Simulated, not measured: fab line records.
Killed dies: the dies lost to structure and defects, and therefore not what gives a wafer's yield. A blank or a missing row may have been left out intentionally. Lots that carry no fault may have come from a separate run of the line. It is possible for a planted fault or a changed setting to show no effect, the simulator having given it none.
Which tool did it? -- flow n5-finfet -- 72 wafers from 24 lots sampled at 6 of the route's 1938 steps

== WHAT EACH GAUGE READ, for each wafer ==
The record lacks any reading of a measuring or inspecting step that a usual standard deviation could be used to judge.

== WHICH TOOL RAN EACH LOT (tool, then ch and the chambers of the sampled wafers, then the start) ==
lot,N5_BEOL_M0_STRIP_104,N5_BEOL_M0_TRENCH_ETCH_107,N5_BEOL_M0_DEGAS_112,N5_BEOL_M0_SURFACE_TREAT_137,N5_BEOL_M0_ANNEAL_117,N5_BEOL_M0_CMP_120
L074,"rie-diel-04 ch 1,2,3, day 5 17:16","rie-diel-02 ch 0,2,3, day 5 17:26","pvd-sputter-01, day 5 18:34","pvd-sputter-03, day 5 18:54","pvd-sputter-01, day 5 19:11","cmp-01 ch 0,1,3, day 5 19:59"
L075,"rie-diel-03 ch 0,3, day 6 02:57","rie-diel-03 ch 0,2,3, day 6 03:42","pvd-sputter-03, day 6 05:52","pvd-sputter-03, day 6 06:12","pvd-sputter-03, day 6 06:29","cmp-03 ch 0,1,3, day 6 07:23"
L076,"rie-diel-02 ch 0,1,3, day 6 11:16","rie-diel-02 ch 0,2,3, day 6 11:46","pvd-sputter-01, day 6 13:37","pvd-sputter-03, day 6 14:28","pvd-sputter-03, day 6 14:55","cmp-03 ch 0,1,2, day 6 15:46"
L077,"rie-diel-03 ch 0,2, day 6 16:07","rie-diel-02 ch 1,2,3, day 6 16:35","pvd-sputter-01, day 6 17:00","pvd-sputter-03, day 6 18:58","pvd-sputter-01, day 6 19:31","cmp-03 ch 0,1,3, day 6 20:24"
L078,"rie-diel-04 ch 1,2,3, day 6 23:14","rie-diel-03 ch 1,2,3, day 6 23:30","pvd-sputter-02, day 7 00:05","pvd-sputter-01, day 7 00:32","pvd-sputter-01, day 7 00:56","cmp-01 ch 0,2,3, day 7 01:42"
L079,"rie-diel-03 ch 1,2,3, day 7 03:16","rie-diel-04 ch 0,2,3, day 7 03:26","pvd-sputter-03, day 7 07:55","pvd-sputter-03, day 7 08:18","pvd-sputter-01, day 7 08:37","cmp-01 ch 0,1,3, day 7 09:23"
L080,"rie-diel-02 ch 0,2, day 7 13:43","rie-diel-02 ch 0,2, day 7 13:58","pvd-sputter-02, day 7 15:11","pvd-sputter-02, day 7 15:37","pvd-sputter-02, day 7 15:54","cmp-04 ch 0,2,3, day 7 17:29"
L081,"rie-diel-03 ch 1,2,3, day 7 21:26","rie-diel-03 ch 2,3, day 7 21:38","pvd-sputter-02, day 7 22:31","pvd-sputter-02, day 7 22:53","pvd-sputter-01, day 7 23:31","cmp-01 ch 1,2,3, day 8 00:24"
L082,"rie-diel-03 ch 2,3, day 8 00:23","rie-diel-02 ch 0,2,3, day 8 00:49","pvd-sputter-02, day 8 01:56","pvd-sputter-03, day 8 02:16","pvd-sputter-02, day 8 02:34","cmp-04 ch 0,1,2, day 8 03:35"
L083,"rie-diel-03 ch 0,1, day 8 06:06","rie-diel-03 ch 0,1, day 8 06:55","pvd-sputter-02, day 8 08:30","pvd-sputter-02, day 8 08:53","pvd-sputter-02, day 8 09:10","cmp-03 ch 1,2, day 8 10:01"
L084,"rie-diel-02 ch 0,1,3, day 8 11:16","rie-diel-02 ch 1,2,3, day 8 11:47","pvd-sputter-03, day 8 12:16","pvd-sputter-01, day 8 13:17","pvd-sputter-03, day 8 14:43","cmp-03 ch 0,1,2, day 8 15:34"
L085,"rie-diel-04 ch 1,2, day 8 16:31","rie-diel-02 ch 0,2,3, day 8 16:41","pvd-sputter-02, day 8 17:49","pvd-sputter-02, day 8 18:10","pvd-sputter-02, day 8 18:27","cmp-01 ch 0,1,2, day 8 19:34"
L086,"rie-diel-03 ch 1,2,3, day 9 01:02","rie-diel-02 ch 0,1,3, day 9 01:33","pvd-sputter-03, day 9 02:25","pvd-sputter-02, day 9 02:46","pvd-sputter-02, day 9 03:04","cmp-03 ch 1,2,3, day 9 05:14"
L087,"rie-diel-04 ch 0,1,3, day 9 02:31","rie-diel-03 ch 0,1,2, day 9 02:58","pvd-sputter-02, day 9 03:40","pvd-sputter-02, day 9 04:12","pvd-sputter-02, day 9 04:29","cmp-04 ch 0,1, day 9 06:36"
L088,"rie-diel-03 ch 0,2,3, day 9 12:35","rie-diel-02 ch 0,1,3, day 9 12:46","pvd-sputter-01, day 9 13:34","pvd-sputter-01, day 9 13:57","pvd-sputter-02, day 9 14:13","cmp-04 ch 1,2,3, day 9 14:59"
L090,"rie-diel-02 ch 0,1,2, day 10 02:01","rie-diel-03 ch 0,1,3, day 10 02:33","pvd-sputter-01, day 10 03:19","pvd-sputter-01, day 10 03:41","pvd-sputter-01, day 10 04:12","cmp-03 ch 0,1,3, day 10 05:06"
L089,"rie-diel-02 ch 1,2,3, day 10 02:04","rie-diel-02 ch 0,2,3, day 10 02:37","pvd-sputter-01, day 10 03:24","pvd-sputter-01, day 10 03:50","pvd-sputter-01, day 10 04:43","cmp-01 ch 1,2,3, day 10 05:29"
L091,"rie-diel-02 ch 0,3, day 10 04:46","rie-diel-02 ch 0,3, day 10 05:29","pvd-sputter-03, day 10 07:41","pvd-sputter-03, day 10 08:04","pvd-sputter-02, day 10 08:19","cmp-03 ch 0,2,3, day 10 09:24"
L092,"rie-diel-04 ch 0,1,3, day 10 10:41","rie-diel-02 ch 2,3, day 10 11:04","pvd-sputter-02, day 10 13:53","pvd-sputter-02, day 10 14:17","pvd-sputter-02, day 10 14:40","cmp-04 ch 0,1,2, day 10 15:29"
L093,"rie-diel-02 ch 0,2,3, day 10 15:15","rie-diel-04 ch 0,1,3, day 10 15:50","pvd-sputter-03, day 10 18:20","pvd-sputter-01, day 10 19:22","pvd-sputter-01, day 10 19:53","cmp-01 ch 2,3, day 10 20:40"
L094,"rie-diel-03 ch 2,3, day 11 01:40","rie-diel-03 ch 1,2, day 11 02:31","pvd-sputter-01, day 11 03:02","pvd-sputter-01, day 11 03:31","pvd-sputter-03, day 11 04:01","cmp-04 ch 0,1, day 11 05:53"
L095,"rie-diel-04 ch 1,2, day 11 02:07","rie-diel-04 ch 0,1,2, day 11 02:40","pvd-sputter-02, day 11 03:10","pvd-sputter-01, day 11 03:35","pvd-sputter-03, day 11 04:27","cmp-04 ch 0,2, day 11 06:23"
L096,"rie-diel-02 ch 1,2,3, day 11 10:46","rie-diel-04 ch 2,3, day 11 10:56","pvd-sputter-03, day 11 14:04","pvd-sputter-03, day 11 14:42","pvd-sputter-03, day 11 14:59","cmp-04 ch 1,2,3, day 11 15:50"
L097,"rie-diel-04 ch 1,2,3, day 11 15:08","rie-diel-04 ch 0,1,2, day 11 15:31","pvd-sputter-03, day 11 16:29","pvd-sputter-02, day 11 16:55","pvd-sputter-03, day 11 17:18","cmp-04 ch 0,1,3, day 11 18:27"
- N5_BEOL_M0_STRIP_104: strips in N2/H2.
- N5_BEOL_M0_TRENCH_ETCH_107: etches SiOC in C4F6/O2, target depth 32.8 nm, time 16.4 s.
- N5_BEOL_M0_DEGAS_112: time 60 s.
- N5_BEOL_M0_SURFACE_TREAT_137
- N5_BEOL_M0_ANNEAL_117: time 60 s.
- N5_BEOL_M0_CMP_120: polishes, stops on SiOC, t overpolish 6.9 s.

== WHAT THE TOOLS THEMSELVES READ (means of the sampled wafers that have a number; where no wafer has one, the mark that the record gives instead) ==
N5_BEOL_M0_STRIP_104.
lot,tool,drypump-motor-current-A (A),oes-product-au (a.u.),rf-vpp-V (V),showerhead-plenum-p-Torr (Torr),throttle-valve-pct (%)
L074,rie-diel-04,5.8,0.78,59.8,2.54,23.62
L075,rie-diel-03,5.9,0.74,60.1,2.52,23.89
L076,rie-diel-02,5.9,0.79,59.0,2.54,23.41
L077,rie-diel-03,5.1,0.68,56.5,2.49,23.81
L078,rie-diel-04,5.8,0.77,60.5,2.54,23.63
L079,rie-diel-03,5.7,0.82,59.4,2.56,23.65
L080,rie-diel-02,5.9,0.85,59.3,2.53,23.66
L081,rie-diel-03,5.7,0.81,59.4,2.55,23.67
L082,rie-diel-03,5.2,0.74,59.2,2.51,23.62
L083,rie-diel-03,6.1,0.92,60.0,2.56,23.77
L084,rie-diel-02,5.9,0.76,58.6,2.53,23.46
L085,rie-diel-04,5.9,0.74,59.1,2.59,23.69
L086,rie-diel-03,5.7,0.89,61.3,2.55,23.50
L087,rie-diel-04,5.6,0.82,60.4,2.59,23.46
L088,rie-diel-03,5.6,0.89,59.2,2.51,23.52
L090,rie-diel-02,5.8,0.76,59.5,2.46,23.61
L089,rie-diel-02,5.9,0.70,56.8,2.49,23.54
L091,rie-diel-02,6.0,0.81,59.0,2.58,23.51
L092,rie-diel-04,5.6,0.80,59.5,2.59,23.47
L093,rie-diel-02,6.0,0.76,59.9,2.54,23.61
L094,rie-diel-03,5.7,0.85,60.0,2.53,23.44
L095,rie-diel-04,6.1,0.93,58.9,2.53,23.45
L096,rie-diel-02,5.9,0.79,60.6,2.58,23.44
L097,rie-diel-04,5.8,0.84,58.6,2.52,23.54

N5_BEOL_M0_TRENCH_ETCH_107.
lot,tool,drypump-motor-current-A (A),oes_f_703_au (a.u.),oes-product-au (a.u.),rf-vpp-V (V),showerhead-plenum-p-Torr (Torr),throttle-valve-pct (%)
L074,rie-diel-02,6.0,0.79,0.81,671,2.87,20.71
L075,rie-diel-03,5.5,0.74,0.75,679,2.84,20.99
L076,rie-diel-02,6.0,0.79,0.79,671,2.86,20.74
L077,rie-diel-02,5.9,0.73,0.72,660,2.79,20.77
L078,rie-diel-03,5.7,0.83,0.84,680,2.88,20.95
L079,rie-diel-04,5.8,0.83,0.82,660,2.88,20.78
L080,rie-diel-02,5.9,0.80,0.80,656,2.79,20.84
L081,rie-diel-03,5.7,0.78,0.80,683,2.86,20.89
L082,rie-diel-02,6.0,0.77,0.79,670,2.86,20.76
L083,rie-diel-03,6.1,0.92,0.93,677,2.90,20.88
L084,rie-diel-02,5.9,0.72,0.71,660,2.79,20.81
L085,rie-diel-02,6.0,0.77,0.78,670,2.85,20.76
L086,rie-diel-02,5.9,0.75,0.76,675,2.84,20.75
L087,rie-diel-03,5.6,0.93,0.93,676,2.85,20.82
L088,rie-diel-02,5.9,0.74,0.75,674,2.84,20.75
L090,rie-diel-03,6.0,0.85,0.87,681,2.87,20.84
L089,rie-diel-02,6.0,0.75,0.77,670,2.85,20.78
L091,rie-diel-02,6.2,0.73,0.74,685,2.92,20.68
L092,rie-diel-02,6.0,0.72,0.71,656,2.80,20.84
L093,rie-diel-04,5.6,0.80,0.81,662,2.92,20.72
L094,rie-diel-03,5.8,0.89,0.89,676,2.89,20.90
L095,rie-diel-04,5.8,0.85,0.87,672,2.93,20.77
L096,rie-diel-04,6.0,0.93,0.94,654,2.80,20.71
L097,rie-diel-04,5.9,0.84,0.85,672,2.93,20.77

N5_BEOL_M0_DEGAS_112.
lot,tool,heater-power-w (W)
L074,pvd-sputter-01,325
L075,pvd-sputter-03,345
L076,pvd-sputter-01,328
L077,pvd-sputter-01,337
L078,pvd-sputter-02,329
L079,pvd-sputter-03,349
L080,pvd-sputter-02,294
L081,pvd-sputter-02,320
L082,pvd-sputter-02,312
L083,pvd-sputter-02,321
L084,pvd-sputter-03,311
L085,pvd-sputter-02,324
L086,pvd-sputter-03,349
L087,pvd-sputter-02,294
L088,pvd-sputter-01,327
L090,pvd-sputter-01,339
L089,pvd-sputter-01,326
L091,pvd-sputter-03,379
L092,pvd-sputter-02,316
L093,pvd-sputter-03,344
L094,pvd-sputter-01,337
L095,pvd-sputter-02,328
L096,pvd-sputter-03,309
L097,pvd-sputter-03,347

N5_BEOL_M0_ANNEAL_117.
lot,tool,heater-power-w (W)
L074,pvd-sputter-01,818
L075,pvd-sputter-03,772
L076,pvd-sputter-03,937
L077,pvd-sputter-01,793
L078,pvd-sputter-01,816
L079,pvd-sputter-01,813
L080,pvd-sputter-02,855
L081,pvd-sputter-01,831
L082,pvd-sputter-02,751
L083,pvd-sputter-02,786
L084,pvd-sputter-03,783
L085,pvd-sputter-02,764
L086,pvd-sputter-02,792
L087,pvd-sputter-02,791
L088,pvd-sputter-02,809
L090,pvd-sputter-01,842
L089,pvd-sputter-01,819
L091,pvd-sputter-02,757
L092,pvd-sputter-02,793
L093,pvd-sputter-01,844
L094,pvd-sputter-03,767
L095,pvd-sputter-03,862
L096,pvd-sputter-03,941
L097,pvd-sputter-03,849

N5_BEOL_M0_CMP_120.
lot,tool,barrier-field-endpoint-s (s),clearing-platen-down-force-psi (psi),motor-current-A (A),overpolish-run-s (s),time-to-endpoint-s (s)
L074,cmp-01,3.62,1.4989,5.6,6.903,62
L075,cmp-03,3.54,1.5003,6.0,6.907,59
L076,cmp-03,3.60,1.4991,6.0,6.905,58
L077,cmp-03,3.40,1.5015,5.8,6.903,57
L078,cmp-01,3.59,1.4962,5.3,6.901,64
L079,cmp-01,3.61,1.5001,5.6,6.899,62
L080,cmp-04,3.63,1.4966,6.0,6.904,61
L081,cmp-01,3.61,1.5012,5.9,6.905,61
L082,cmp-04,3.48,1.5015,6.0,6.900,60
L083,cmp-03,3.75,1.5011,5.9,6.900,64
L084,cmp-03,3.60,1.5028,5.9,6.902,60
L085,cmp-01,3.71,1.5017,5.8,6.902,61
L086,cmp-03,3.82,1.5029,5.6,6.904,61
L087,cmp-04,3.74,1.4999,6.0,6.896,65
L088,cmp-04,3.74,1.5012,6.1,6.897,63
L090,cmp-03,3.78,1.4993,5.9,6.898,63
L089,cmp-01,3.78,1.4995,6.1,6.888,62
L091,cmp-03,3.76,1.4968,5.7,6.902,62
L092,cmp-04,3.58,1.5005,5.8,6.896,63
L093,cmp-01,3.52,1.4985,6.1,6.902,61
L094,cmp-04,3.61,1.5000,5.9,6.904,60
L095,cmp-04,3.67,1.5012,6.1,6.891,61
L096,cmp-04,3.63,1.4975,6.2,6.902,64
L097,cmp-04,3.83,1.5002,5.9,6.903,64

== THE ANSWER, worked out from the rows above alone ==
Rule: the usual values come from the lots themselves. Put in order of their means at a reading, lots are off if they are a third of the lots or fewer, leave a main group of 4 or more, and stand apart from it by a gap of 3 or more times the standard deviation of the main group's means; of several such gaps the widest counts. A main group whose means are all the same, to the digits that the tables above print for the reading, isn't used. Also off: a lot with no number at a reading for which 4 or more lots have one. Any other lot the step has rows for is counted as sound. The gauges are gone through in route order, then the tools' own readings, and for those a lot's mean is taken as printed above. At the first step where some lot is off, the reading lying furthest off is the one used; lots without a number count as furthest.
No lot is off at any reading shown: from this, nothing can be told.

== WHAT THE SIMULATOR PUT IN ==
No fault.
